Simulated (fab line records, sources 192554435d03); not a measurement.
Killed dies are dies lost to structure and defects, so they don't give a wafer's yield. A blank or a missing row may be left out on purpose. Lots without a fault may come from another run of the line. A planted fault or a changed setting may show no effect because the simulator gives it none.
Which tool did it? | flow n5_finfet | 10 lots, 30 wafers sampled, at 4 steps of a route of 1938

WHAT THE GAUGES READ, wafer by wafer
N5_MIM_TOP_LITHO_CD_MEAS_08: target cd 2000 nm.
lot  | measured     | on        | cd_nm (nm)
L745 | day 12 11:41 | cd_sem-03 | 2001.2 2003.4 2000.6
L747 | day 13 04:00 | cd_sem-02 | 2000.4 1999.6 2000.7
L748 | day 13 07:14 | cd_sem-01 | 1999.5 1999.6 1999.4
L749 | day 14 03:32 | cd_sem-01 | 2000.7 2000.9 1999.3
L758 | day 16 07:46 | cd_sem-01 | 1992.9 1992.2 1990.2
L757 | day 16 08:08 | cd_sem-01 | 1996.3 1993.1 1995.2
L761 | day 16 12:12 | cd_sem-03 | 1999.8 1998.5 1998.1
L762 | day 16 23:07 | cd_sem-02 | 2000.7 2000.1 2001.7
L763 | day 17 05:00 | cd_sem-02 | 2001.0 2001.7 2000.5
L765 | day 17 17:43 | cd_sem-02 | 1997.0 1997.2 1999.8

WHICH TOOL RAN EACH LOT (tool, then ch and the chambers of the sampled wafers, then the start)
lot  | N5_BEOL_M15_PRE_CLEAN_42     | N5_BEOL_M15_SPUTTER_44       | N5_MIM_TOP_LITHO_EXPOSE_05
L745 | pvd_sputter-01, day 12 06:43 | pvd_sputter-01, day 12 06:50 | krf_scanner-02 ch 0, day 12 11:31
L747 | pvd_sputter-02, day 12 22:57 | pvd_sputter-02, day 12 23:04 | krf_scanner-02 ch 0, day 13 03:50
L748 | pvd_sputter-03, day 13 03:07 | pvd_sputter-03, day 13 03:14 | krf_scanner-02 ch 0, day 13 07:04
L749 | pvd_sputter-02, day 13 22:13 | pvd_sputter-02, day 13 22:20 | krf_scanner-02 ch 0, day 14 03:22
L758 | pvd_sputter-03, day 16 01:42 | pvd_sputter-03, day 16 01:49 | krf_scanner-02 ch 0, day 16 07:35
L757 | pvd_sputter-03, day 16 02:44 | pvd_sputter-03, day 16 02:52 | krf_scanner-02 ch 0, day 16 07:58
L761 | pvd_sputter-01, day 16 06:27 | pvd_sputter-01, day 16 06:34 | krf_scanner-01 ch 0, day 16 12:02
L762 | pvd_sputter-03, day 16 15:34 | pvd_sputter-03, day 16 15:41 | krf_scanner-01 ch 0, day 16 22:56
L763 | pvd_sputter-02, day 16 23:52 | pvd_sputter-02, day 16 23:59 | krf_scanner-01 ch 0, day 17 04:49
L765 | pvd_sputter-03, day 17 13:22 | pvd_sputter-03, day 17 13:29 | krf_scanner-01 ch 0, day 17 17:33
- N5_BEOL_M15_PRE_CLEAN_42: time 30 s.
- N5_BEOL_M15_SPUTTER_44: material Ta, target thk 15 nm, time 24.19 s.
- N5_MIM_TOP_LITHO_EXPOSE_05: exposes mask MIM TOP, target cd 2000 nm.

WHAT THE TOOLS THEMSELVES READ (means of the sampled wafers that have a number; where no wafer has one, the mark that the record gives instead)
N5_BEOL_M15_PRE_CLEAN_42.
lot  | tool           | heater_power_w (W)
L745 | pvd_sputter-01 | 425
L747 | pvd_sputter-02 | 460
L748 | pvd_sputter-03 | 486
L749 | pvd_sputter-02 | 412
L758 | pvd_sputter-03 | 494
L757 | pvd_sputter-03 | 490
L761 | pvd_sputter-01 | 509
L762 | pvd_sputter-03 | 471
L763 | pvd_sputter-02 | 474
L765 | pvd_sputter-03 | 496

N5_BEOL_M15_SPUTTER_44.
lot  | tool           | throttle_valve_pct (%)
L745 | pvd_sputter-01 | 29.1
L747 | pvd_sputter-02 | 30.3
L748 | pvd_sputter-03 | 30.0
L749 | pvd_sputter-02 | 29.0
L758 | pvd_sputter-03 | 30.4
L757 | pvd_sputter-03 | 30.2
L761 | pvd_sputter-01 | 28.8
L762 | pvd_sputter-03 | 30.0
L763 | pvd_sputter-02 | 31.1
L765 | pvd_sputter-03 | 30.2

N5_MIM_TOP_LITHO_EXPOSE_05.
lot  | tool           | exposure_dose_mJ_cm2
L745 | krf_scanner-02 | 20.482
L747 | krf_scanner-02 | 20.476
L748 | krf_scanner-02 | 20.492
L749 | krf_scanner-02 | 20.514
L758 | krf_scanner-02 | 21.483
L757 | krf_scanner-02 | 21.344
L761 | krf_scanner-01 | 20.498
L762 | krf_scanner-01 | 20.476
L763 | krf_scanner-01 | 20.473
L765 | krf_scanner-01 | 20.455

THE ANSWER, worked out from the rows above alone
Rule: what is usual is taken from the lots themselves. Put in order of their means at a reading, lots are off if they are a third of the lots or fewer, leave a main group of 4 or more, and stand apart from it by a gap of 3 or more times the standard deviation of the main group's means; of several such gaps the widest counts. A main group whose means are all the same, to the digits that the tables above print for the reading, isn't used. A lot without any number at a reading at which 4 lots or more have one is off too. The other lots that the step has rows for count as sound. The gauges are gone through in route order, then the tools' own readings, and for those a lot's mean is taken as printed above. The first step at which some lot is off is used, and at that step the reading that is off furthest; a lot without a number counts as furthest.
Off: L758, L757, at N5_MIM_TOP_LITHO_EXPOSE_05 (exposure_dose_mJ_cm2). The main group: mean 20.483, standard deviation 0.017.
A tool fits if, at that step or a process step before it, it ran every lot that is off, and no sound lot after the first of them. One fits: krf_scanner-02 at N5_MIM_TOP_LITHO_EXPOSE_05. Its last sound lot is L749 (day 14 03:22), its first lot that is off L758 (day 16 07:35): a fault that began between those two fits.
The tool's own readings at N5_MIM_TOP_LITHO_EXPOSE_05 bear it out: on the lots that are off they differ by more than 5 times the standard deviation of the sound lots' means. exposure_dose_mJ_cm2 reads 21.413 there against 20.483 on the sound lots.

WHAT THE SIMULATOR HAD PUT IN
Process parameter drift: krf_scanner-02, from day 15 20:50 on, at N5_MIM_TOP_LITHO_EXPOSE_05. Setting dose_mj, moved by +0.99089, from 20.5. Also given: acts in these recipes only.
Lots struck among those shown: L758, L757. The rule above found the same.
